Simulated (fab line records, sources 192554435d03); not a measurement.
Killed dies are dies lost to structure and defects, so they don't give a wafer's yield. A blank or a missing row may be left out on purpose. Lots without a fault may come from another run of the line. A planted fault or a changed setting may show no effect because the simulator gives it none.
Which tool did it? | flow n5_finfet | 24 lots, 72 wafers sampled, at 2 steps of a route of 1938

WHAT THE GAUGES READ, wafer by wafer
N5_SDB_CD_MEAS_11: target cd 50 nm. Usual: cd_nm 49.5 nm, standard deviation 1.1.
lot  | measured    | on        | cd_nm (nm)     | flag
L074 | day 4 06:26 | cd_sem-01 | 50.2 49.0 49.7 |
L075 | day 4 08:33 | cd_sem-01 | 48.3 49.1 47.5 |
L076 | day 4 09:01 | cd_sem-01 | 48.5 48.1 48.6 |
L078 | day 4 16:33 | cd_sem-02 | 47.8 48.3 48.2 |
L077 | day 4 20:05 | cd_sem-02 | 48.7 48.4 49.2 |
L080 | day 5 06:35 | cd_sem-01 | 49.2 48.0 48.0 |
L079 | day 5 07:05 | cd_sem-01 | 48.9 49.5 49.1 |
L081 | day 5 12:43 | cd_sem-03 | 50.5 50.4 51.7 |
L082 | day 5 21:08 | cd_sem-02 | 49.6 49.0 49.0 |
L083 | day 5 21:32 | cd_sem-03 | 48.8 48.3 49.1 |
L084 | day 6 04:11 | cd_sem-03 | 49.1 49.4 50.4 |
L085 | day 6 13:59 | cd_sem-03 | 49.1 47.8 50.0 |
L086 | day 6 22:44 | cd_sem-03 | 49.6 48.1 49.5 |
L087 | day 7 00:43 | cd_sem-02 | 51.0 50.0 48.2 |
L088 | day 7 10:11 | cd_sem-01 | 48.8 49.7 49.0 |
L089 | day 7 18:25 | cd_sem-03 | 50.0 50.8 49.9 |
L090 | day 7 19:10 | cd_sem-03 | 50.3 51.7 50.5 |
L091 | day 7 23:20 | cd_sem-01 | 48.7 50.3 49.4 |
L092 | day 8 08:13 | cd_sem-01 | 50.6 49.8 49.7 |
L093 | day 8 16:27 | cd_sem-03 | 50.6 48.2 50.9 |
L094 | day 8 20:01 | cd_sem-01 | 49.2 50.2 50.2 |
L095 | day 9 03:04 | cd_sem-01 | 50.3 48.4 50.3 |
L096 | day 9 08:05 | cd_sem-03 | 50.1 49.1 51.0 |
L097 | day 9 12:30 | cd_sem-02 | 50.9 48.9 48.8 |

N5_SDB_INSPECT_13: inspects for defects (brightfield). Usual: raw_defect_count 74, standard deviation 37.
lot  | measured    | on                | raw_defect_count | flag
L074 | day 4 06:29 | defect_inspect-01 | 46 40 27         |
L075 | day 4 08:36 | defect_inspect-01 | 42 105 32        |
L076 | day 4 09:04 | defect_inspect-01 | 52 34 46         |
L078 | day 4 16:36 | defect_inspect-01 | 59 108 147       |
L077 | day 4 20:08 | defect_inspect-02 | 90 50 49         |
L080 | day 5 06:39 | defect_inspect-01 | 138 143 104      |
L079 | day 5 07:08 | defect_inspect-02 | 49 43 73         |
L081 | day 5 12:47 | defect_inspect-02 | 104 111 69       |
L082 | day 5 21:11 | defect_inspect-02 | 72 78 37         |
L083 | day 5 21:35 | defect_inspect-01 | 54 142 87        |
L084 | day 6 04:14 | defect_inspect-01 | 41 141 61        |
L085 | day 6 14:02 | defect_inspect-02 | 33 27 31         |
L086 | day 6 22:48 | defect_inspect-01 | 117 128 92       |
L087 | day 7 00:47 | defect_inspect-01 | 90 97 199        |
L088 | day 7 10:15 | defect_inspect-01 | 46 61 50         |
L089 | day 7 18:30 | defect_inspect-01 | 92 120 95        |
L090 | day 7 19:13 | defect_inspect-02 | 98 97 120        |
L091 | day 7 23:23 | defect_inspect-01 | 56 23 40         |
L092 | day 8 08:16 | defect_inspect-01 | 170 158 134      |
L093 | day 8 16:30 | defect_inspect-01 | 53 59 58         |
L094 | day 8 20:04 | defect_inspect-01 | 84 62 38         |
L095 | day 9 03:07 | defect_inspect-02 | 50 61 69         |
L096 | day 9 08:09 | defect_inspect-01 | 65 79 101        |
L097 | day 9 12:34 | defect_inspect-01 | 93 63 56         |

WHICH TOOL RAN EACH LOT (tool, then ch and the chambers of the sampled wafers, then the start)
The record holds no process step before these readings.

WHAT THE TOOLS THEMSELVES READ (means of the sampled wafers that have a number; where no wafer has one, the mark that the record gives instead)
The record holds no such reading with a usual standard deviation.

THE ANSWER, worked out from the rows above alone
Rule: a lot is off if the mean of its wafers that have a number lies more than 3 standard deviations from the usual mean. A lot without any number at a reading at which 4 lots or more have one is off too. The other lots that the step has rows for count as sound. The gauges are gone through in route order, then the tools' own readings, and for those a lot's mean is taken as printed above. The first step at which some lot is off is used, and at that step the reading that is off furthest; a lot without a number counts as furthest.
No lot is off at any reading shown: from this, nothing can be told.

WHAT THE SIMULATOR HAD PUT IN
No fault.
